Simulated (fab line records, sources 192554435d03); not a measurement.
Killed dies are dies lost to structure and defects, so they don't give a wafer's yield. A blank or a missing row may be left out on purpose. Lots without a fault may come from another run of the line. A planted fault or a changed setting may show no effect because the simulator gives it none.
fab line records | flow n5_finfet
record lots=9 wafers=27 last_day=22
route steps=1938 shown SD_EPI_N@271 BEOL_M4@1111
lots that met no fault: from a run of the same line without faults
start_h: hours from the record's first day to the start of the lot's first wafer shown | wait_h: hours since the lot's step before | " the same as in the row above | L1.1+2: a row that stands for several wafers | - no value, or no start given | * or withheld: withheld | < > ~ a bound
route shown NAME@n: a module of which the file shows steps, and the number in the route of the first | usual: mean/standard deviation of fault-free wafers | same: alike in all rows | chamber/n: place in a boat | sites: the reading at each site | _std_site: their standard deviation | _edge_site: outer sites' mean less inner sites' | radius_mm: how far each site lies from the wafer's centre | mask NAME#n: copy n | behind: the tool/chamber that last shaped the wafer | hold: why the lot was held/for how many hours/how that ended | device: the transistor (n, p or np) that didn't switch | end of line: the same wafers' tests at the end of the route | a step without rows: its recipe alone | killed: dies lost to structure and defects at the first sort, not the wafer's yield | map: a wafer's dies, x killed, . not, _ none there
set.NAME: the setting as run; set.NAME@STEP: as run at that earlier step | model.NAME: the simulator's own value behind a step, which no gauge read
steps of the route over a sample of lots; a table a step, a row a wafer
services: from which hour (start_h, from the record's first day; less than 0 if before it) a tool's chamber was out of use, for how many hours, and why
## steps
# step N5_SD_EPI_N_OVL_MEAS_10
# recipe points_per_wafer=44
# usual SD_N_BLK_OVL=-0.3/0.64
# columns lot.wafer tool chamber start_h wait_h SD_N_BLK_OVL[nm]
L436.4 overlay-02 0 59.90 0.0 -1.0
L436.5 " 0 " " -0.2
L436.6 " 0 " " -1.7
L439.1 overlay-02 0 78.84 0.0 -0.2
L439.3 " 0 " " -0.2
L439.4 " 0 " " -1.1
L440.3 overlay-02 0 84.83 0.0 -0.1
L440.4 " 0 " " 0.5
L440.5 " 0 " " 0.4
L441.1 overlay-01 0 90.84 0.0 0.1
L441.2 " 0 " " -0.4
L441.4 " 0 " " 0.5
L442.1 overlay-02 0 98.44 0.0 -0.4
L442.3 " 0 " " 0.4
L442.6 " 0 " " 0.4
L445.1 overlay-02 0 117.39 0.0 -0.7
L445.2 " 0 " " 0.0
L445.6 " 0 " " 0.2
L451.1 overlay-02 0 151.10 0.0 -0.1
L451.2 " 0 " " -0.3
L451.3 " 0 " " 1.3
L453.1 overlay-01 0 161.25 0.0 -0.3
L453.4 " 0 " " -1.0
L453.5 " 0 " " -0.7
L457.3 overlay-02 0 192.55 0.0 -0.2
L457.4 " 0 " " -0.9
L457.5 " 0 " " -0.3
# step N5_SD_EPI_N_ETCH_34
# recipe chemistry=CF4 target=SiARC target_depth_a=455 mask_material=CAR-ArF-block time_s=75.8 ion_energy_ev=80 pressure_mtorr=40 source_w=545 bias_w=36 Ar_flow_sccm=100 cf4_flow_sccm=100 ends=cleared
# usual bias_w=35.99/0.1 drypump_motor_current_A=5.8/0.43 etch_rf_on_time_s=76.1/1 oes_product_au=0.65/0.069 rf_vpp_V=184.3/1.3 showerhead_plenum_p_Torr=2.16/0.078 throttle_valve_pct=15.71/0.15
# columns lot.wafer tool chamber start_h wait_h bias_w drypump_motor_current_A etch_rf_on_time_s oes_product_au rf_hours_counter_h rf_vpp_V showerhead_plenum_p_Torr throttle_valve_pct
L436.4 rie_diel-05 0 59.99 0.0 36.06 6.3 76.9 0.60 230 185.9 2.19 15.87
L436.5 " 2 " " 35.98 5.7 74.9 0.62 - 184.5 2.21 15.91
L436.6 " 3 " " 35.92 6.5 76.3 0.64 - 184.6 2.23 15.66
L439.1 rie_diel-02 1 78.94 0.0 35.94 5.8 75.1 0.66 132 185.3 2.23 15.57
L439.3 " 2 " " 35.94 5.7 75.9 0.72 63 185.0 2.25 15.60
L439.4 " 3 " " 35.94 5.6 77.9 0.67 111 181.1 2.07 15.69
L440.3 rie_diel-05 3 84.92 0.0 35.91 6.6 76.1 0.63 153 184.5 2.22 15.68
L440.4 " 0 " " 35.96 6.3 76.1 0.60 240 185.0 2.19 15.89
L440.5 " 2 " " 35.94 5.7 75.3 0.62 - 184.9 2.21 15.93
L441.1 rie_diel-02 1 90.95 0.0 35.99 5.7 75.7 0.66 135 186.0 2.23 15.56
L441.2 " 0 " " 35.90 5.6 76.0 0.63 164 183.7 2.06 15.54
L441.4 " 2 " " 35.91 5.6 74.7 0.72 66 184.8 2.25 15.60
L442.1 rie_diel-02 0 98.54 0.0 35.96 5.6 75.7 0.63 166 184.5 2.06 15.56
L442.3 " 1 " " 36.01 5.7 75.7 0.66 137 185.5 2.23 15.57
L442.6 " 1 " " 36.07 5.7 75.7 0.66 - 183.8 2.23 15.57
L445.1 rie_diel-02 2 117.48 0.0 35.86 5.7 74.5 0.71 75 186.0 2.25 15.61
L445.2 " 0 " " 36.05 5.6 74.3 0.63 173 183.5 2.05 15.56
L445.6 " 3 " " 36.06 5.6 76.5 0.68 - 184.5 2.06 15.72
L451.1 rie_diel-04 3 151.29 0.0 35.99 5.1 76.3 0.60 223 183.7 2.20 15.79
L451.2 " 2 " " 36.01 5.2 76.6 0.60 199 183.5 2.13 15.76
L451.3 " 0 " " 35.79 6.1 75.5 0.58 249 182.4 2.03 15.88
L453.1 rie_diel-05 3 161.73 0.0 35.81 6.6 78.3 0.60 185 185.3 2.21 15.74
L453.4 " 0 " " 35.98 6.3 77.4 0.79 - 185.0 2.18 15.44
L453.5 " 3 " " 35.74 6.6 77.1 0.60 - 185.7 2.21 15.76
L457.3 rie_diel-04 2 192.77 0.0 36.15 5.2 76.4 0.59 217 183.1 2.12 15.78
L457.4 " 0 " " 36.00 6.1 73.7 0.83 7 186.9 2.28 15.39
L457.5 " 0 " " 35.97 6.1 73.7 0.83 - 184.8 2.28 15.40
# step N5_SD_EPI_N_SD_RECESS_17
# recipe chemistry=HBr/Cl2/O2 target_depth_a=410 mask_material=SOC time_s=23.7 bt_time_s=3 pressure_mtorr=10 icp_w=800 bias_w=112 HBr_flow_sccm=150 Cl2_flow_sccm=80 O2_flow_sccm=12
# usual bias_w=112.0/0.36 drypump_motor_current_A=5.9/0.42 he_backside_leak_sccm=2.75/0.23 oes_product_au=0.999/0.018 throttle_valve_pct=37.19/0.24
# columns lot.wafer tool chamber start_h wait_h bias_w drypump_motor_current_A he_backside_leak_sccm oes_product_au rf_hours_counter_h throttle_valve_pct
L436.4 rie_si-01 2 60.65 0.0 112.4 5.8 3.04 0.956 102 36.72
L436.5 " 1 " " 111.4 5.1 2.79 0.999 - 37.18
L436.6 " 0 " " 111.9 4.9 3.02 1.012 - 37.56
L439.1 rie_si-01 0 79.59 0.0 112.6 4.9 2.98 1.016 111 37.55
L439.3 " 3 " " 111.6 5.8 2.78 0.996 25 37.45
L439.4 " 1 " " 112.0 5.1 2.78 1.007 140 37.20
L440.3 rie_si-03 3 85.57 0.0 111.1 6.2 2.43 1.010 3 37.10
L440.4 " 0 " " 112.2 5.9 2.52 0.989 4 37.38
L440.5 " 1 " " 111.7 6.7 2.76 1.008 - 37.62
L441.1 rie_si-01 1 91.60 0.0 112.4 5.1 2.94 1.001 140 37.20
L441.2 " 2 " " 111.7 5.9 3.04 0.963 103 36.76
L441.4 " 0 " " 112.1 4.9 2.80 1.019 111 37.57
L442.1 rie_si-01 0 99.19 0.0 111.5 4.9 3.01 1.008 111 37.57
L442.3 " 3 " " 112.7 5.8 2.89 1.000 25 37.46
L442.6 " 3 " " 111.9 5.8 2.81 0.997 - 37.45
L445.1 rie_si-01 3 118.13 0.0 112.1 5.8 2.76 0.991 25 37.47
L445.2 " 1 " " 112.0 5.1 2.79 0.997 140 37.19
L445.6 " 2 " " 112.0 5.9 2.71 0.966 - 36.73
L451.1 rie_si-05 3 151.95 0.0 111.9 5.8 3.17 0.960 112 37.01
L451.2 " 0 " " 111.1 6.0 2.58 0.998 17 36.91
L451.3 " 1 " " 111.6 6.3 2.89 1.022 30 37.07
L453.1 rie_si-03 2 162.38 0.0 111.7 5.7 2.59 1.002 114 37.20
L453.4 " 0 " " 112.3 5.9 2.55 0.989 6 37.38
L453.5 " 2 " " 112.2 5.7 2.42 0.999 - 37.22
L457.3 rie_si-01 3 193.42 0.0 112.1 5.8 3.13 0.999 27 37.45
L457.4 " 1 " " 111.8 5.1 2.86 0.998 142 37.21
L457.5 " 3 " " 111.7 5.8 3.01 0.998 - 37.46
# step N5_SD_EPI_N_EPI_21
# recipe material=Si:P dopant=P temp_c=680 pressure_torr=255 time_s=690
# usual epi_growth_time_s=690/0 susceptor_temp_C=680.0/0.32 susceptor_temp_C_max=681.6/0.71
# columns lot.wafer tool chamber start_h wait_h epi_growth_time_s susceptor_temp_C susceptor_temp_C_max
L436.4 epi_rpcvd-04 0 63.09 1.2 690 680.0 681.4
L436.5 " 0 " " 690 680.1 681.5
L436.6 " 0 " " 690 679.6 681.0
L439.1 epi_rpcvd-04 0 80.82 0.2 690 679.9 681.3
L439.3 " 0 " " 690 679.8 681.1
L439.4 " 0 " " 690 679.4 681.1
L440.3 epi_rpcvd-04 0 87.49 0.9 690 679.6 681.0
L440.4 " 0 " " 690 679.9 681.0
L440.5 " 0 " " 690 679.9 681.4
L441.1 epi_rpcvd-04 0 92.77 0.2 664.8 679.7 680.7
L441.2 " 0 " " 690 679.9 681.5
L441.4 " 0 " " 690 679.4 681.1
L442.1 epi_rpcvd-04 0 100.35 0.2 664.8 680.0 681.5
L442.3 " 0 " " 664.8 680.0 681.3
L442.6 " 0 102.22 1.9 690 680.0 681.3
L445.1 epi_rpcvd-01 0 119.40 0.1 690 679.8 681.1
L445.2 " 0 " " 690 679.5 680.8
L445.6 " 0 120.80 1.4 690 679.6 680.8
L451.1 epi_rpcvd-02 0 152.95 0.1 690 680.4 682.3
L451.2 " 0 " " 690 680.3 682.5
L451.3 " 0 " " 690 680.5 682.5
L453.1 epi_rpcvd-02 0 163.39 0.1 690 679.8 682.2
L453.4 " 0 " " 690 680.1 683.3
L453.5 " 0 " " 690 679.8 682.4
L457.3 epi_rpcvd-04 0 194.97 0.7 690 679.4 681.3
L457.4 " 0 " " 690 680.1 681.4
L457.5 " 0 " " 690 680.0 681.3
# step N5_BEOL_M4_RC_MEAS_101
# usual DIBL_N=36.3/1.1 DIBL_P=36.3/1.4 IOFF_N=0.155/0.019 IOFF_P=0.211/0.027 ION_N=672/8.5 ION_P=462/5.8 SS_N=71.5/0.56 SS_P=73.3/0.52 VT_N=249.9/2.5 VT_P=-249.8/2.8
# columns lot.wafer tool chamber start_h wait_h DIBL_N[mV/V] DIBL_P[mV/V] IOFF_N[nA/um] IOFF_P[nA/um] ION_N[uA/um] ION_P[uA/um] SS_N[mV/dec] SS_P[mV/dec] VT_N[mV] VT_P[mV]
L436.4 prober-01 0 228.86 0.5 35.6 36.9 0.152 0.178 669 451 71.1 73.6 248.7 -253.7
L436.5 " 0 " " 34.9 35.4 0.134 0.170 670 456 71.3 73.3 249.2 -252.4
L436.6 " 0 " " 35.7 35.9 0.153 0.178 671 455 72.0 73.3 251.5 -253.4
L439.1 prober-01 0 250.22 0.0 36.3 36.4 0.166 0.199 684 462 71.2 73.6 248.7 -252.6
L439.3 " 0 " " 34.8 33.7 0.135 0.167 677 463 71.3 72.6 252.9 -251.8
L439.4 " 0 " " 36.3 35.6 0.171 0.199 691 465 71.8 73.6 248.2 -250.2
L440.3 prober-01 0 257.20 0.3 38.0 36.8 0.165 0.207 667 454 71.7 73.4 248.1 -253.2
L440.4 " 0 " " 37.0 36.1 0.151 0.196 676 456 70.8 72.4 249.1 -252.9
L440.5 " 0 " " 37.8 36.5 0.166 0.200 680 455 71.3 73.5 249.3 -253.1
L441.1 prober-02 0 289.57 0.0 36.7 37.0 0.176 0.217 688 466 71.6 74.0 250.5 -248.3
L441.2 " 0 " " 37.7 37.7 0.182 0.223 677 459 72.3 73.2 245.9 -247.1
L441.4 " 0 " " 36.1 34.9 0.156 0.183 670 456 71.0 73.2 249.7 -251.6
L445.1 prober-01 0 324.10 0.0 37.2 36.9 0.151 0.183 670 455 71.2 73.8 251.3 -253.2
L445.2 " 0 " " 38.5 38.1 0.178 0.206 664 452 72.3 73.0 250.4 -249.8
L445.6 " 0 " " 36.4 36.1 0.139 0.181 658 447 71.2 73.0 253.2 -252.0
L457.3 prober-02 0 364.69 0.3 37.2 36.6 0.171 0.241 678 467 72.2 73.7 251.6 -246.2
L457.4 " 0 " " 38.7 36.8 0.196 0.250 671 461 72.8 73.2 246.3 -246.9
L457.5 " 0 " " 37.2 35.6 0.161 0.223 674 464 71.9 73.3 247.5 -249.5
L451.1 prober-01 0 376.28 0.0 36.3 36.6 0.168 0.226 687 470 71.9 73.7 247.1 -248.9
L451.2 " 0 " " 36.7 36.6 0.178 0.231 688 471 71.6 74.1 243.7 -246.9
L451.3 " 0 " " 35.7 35.8 0.158 0.221 690 471 71.9 73.8 247.6 -246.9
L453.1 prober-02 0 391.34 0.0 36.7 36.8 0.160 0.218 677 467 71.3 73.0 248.6 -247.3
L453.4 " 0 " " 37.0 37.5 0.168 0.219 684 468 70.9 72.6 249.9 -248.5
L453.5 " 0 " " 35.8 35.6 0.143 0.199 665 463 71.3 73.0 249.8 -250.6
L442.1 prober-02 0 399.64 0.0 35.7 35.6 0.133 0.184 669 460 71.4 73.3 250.3 -253.3
L442.3 " 0 " " 35.8 36.2 0.137 0.190 663 463 71.3 72.7 252.1 -253.4
L442.6 " 0 " " 36.2 36.6 0.144 0.195 668 461 71.4 73.2 250.7 -251.7
## services
# columns tool chamber start_h hours kind
epi_rpcvd-04 - 65.16 6.0 pm
epi_rpcvd-04 - 72.40 1.5 repair
rie_si-05 1 74.49 10.9 repair
rie_diel-04 3 81.15 6.9 repair
rie_si-05 0 92.54 11.7 repair
rie_si-05 2 97.20 1.3 repair
rie_diel-05 0 113.99 - clean
rie_diel-05 0 113.99 - consumable_replace:focus_ring
rie_diel-05 0 113.99 24.4 scheduled_down
rie_diel-05 0 113.99 24.4 vent_cycle
rie_si-01 0 124.05 7.7 repair
rie_diel-05 1 126.71 2.8 repair
epi_rpcvd-04 - 132.34 1.8 repair
rie_diel-05 2 144.20 3.8 repair
rie_si-01 1 150.52 1.5 repair
rie_diel-05 1 157.39 - clean
rie_diel-05 1 157.39 - consumable_replace:focus_ring
rie_diel-05 1 157.39 - consumable_replace:showerhead
rie_diel-05 1 157.39 18.2 scheduled_down
rie_diel-05 1 157.39 18.2 vent_cycle
rie_si-01 2 160.56 14.0 repair
rie_diel-05 - 172.97 2.8 pm
rie_si-01 0 173.92 7.6 repair
rie_si-01 2 177.28 2.0 repair
## key
first_sign step=N5_SD_EPI_N_EPI_21 reading=epi_growth_time_s direction=down sigmas=99+ usual=* struck=*
effect none on later readings
met_at N5_SD_EPI_N_EPI_21
struck_lots L441,L442
struck_wafers L441.1,L442.1,L442.3
not_acting_at N5_SD_EPI_N_OVL_MEAS_10,N5_SD_EPI_N_ETCH_34,N5_SD_EPI_N_SD_RECESS_17
onset_between 87.49 92.77
fault kind=process_parameter_drift tool=epi_rpcvd-04 chamber=- onset_h=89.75 steps=N5_SD_EPI_N_EPI_21 channel=epi_growth_time_s offset=* shape=step end_h=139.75 scope=struck_wafers_only acts_in=* stated=*
